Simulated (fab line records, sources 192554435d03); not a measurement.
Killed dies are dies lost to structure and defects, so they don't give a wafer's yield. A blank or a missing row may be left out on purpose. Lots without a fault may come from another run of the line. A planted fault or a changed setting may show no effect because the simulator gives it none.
Chamber matching | flow n5_finfet | N5_SD_EPI_N_DESCUM_14 on rie_diel-01: 4 sister chambers
The step chemistry O2, time 7.9 s. 4 wafers are shown with their chamber, then 10 later ones without.

WAFERS WITH THEIR CHAMBER
wafer  | chamber | showerhead_plenum_p_Torr (Torr)
L086.4 | 1       | 2.21
L086.5 | 3       | 2.20
L087.1 | 0       | 2.00
L087.4 | 2       | 2.16

WAFERS WITHOUT THEIR CHAMBER
wafer  | showerhead_plenum_p_Torr (Torr)
L087.5 | 2.00
L089.1 | 2.00
L089.2 | 2.15
L089.4 | 2.15
L091.3 | 2.00
L091.4 | 2.21
L091.6 | 2.19
L093.1 | 2.19
L093.4 | 2.21
L093.6 | 2.19

WHICH CHAMBER EACH WENT THROUGH
wafer  | from the rows above     | in truth
L087.5 | 0                       | 0
L089.1 | 0                       | 0
L089.2 | 2                       | 2
L089.4 | 2                       | 2
L091.3 | 0                       | 0
L091.4 | can't be placed: 1 or 3 | 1
L091.6 | can't be placed: 3 or 1 | 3
L093.1 | can't be placed: 3 or 1 | 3
L093.4 | can't be placed: 1 or 3 | 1
L093.6 | can't be placed: 3 or 1 | 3
Placed correctly: 5 of 10. Can't be placed from these rows: 5 (the true chamber is among the candidates in 5). Placed wrongly: 0.
How it was worked out, from the rows above alone: a wafer's distance from a chamber is the root of the sum, over the readings, of the square of ((its reading less the chamber's mean) divided by the reading's scatter). The wafer belongs to the nearest chamber; if the next one is less than 2 further off, it can't be placed. A chamber's mean is the mean of its shown wafers. The scatter: with one shown wafer a chamber, the root of the mean of the squares of how far each hidden wafer lies from its nearest shown one.
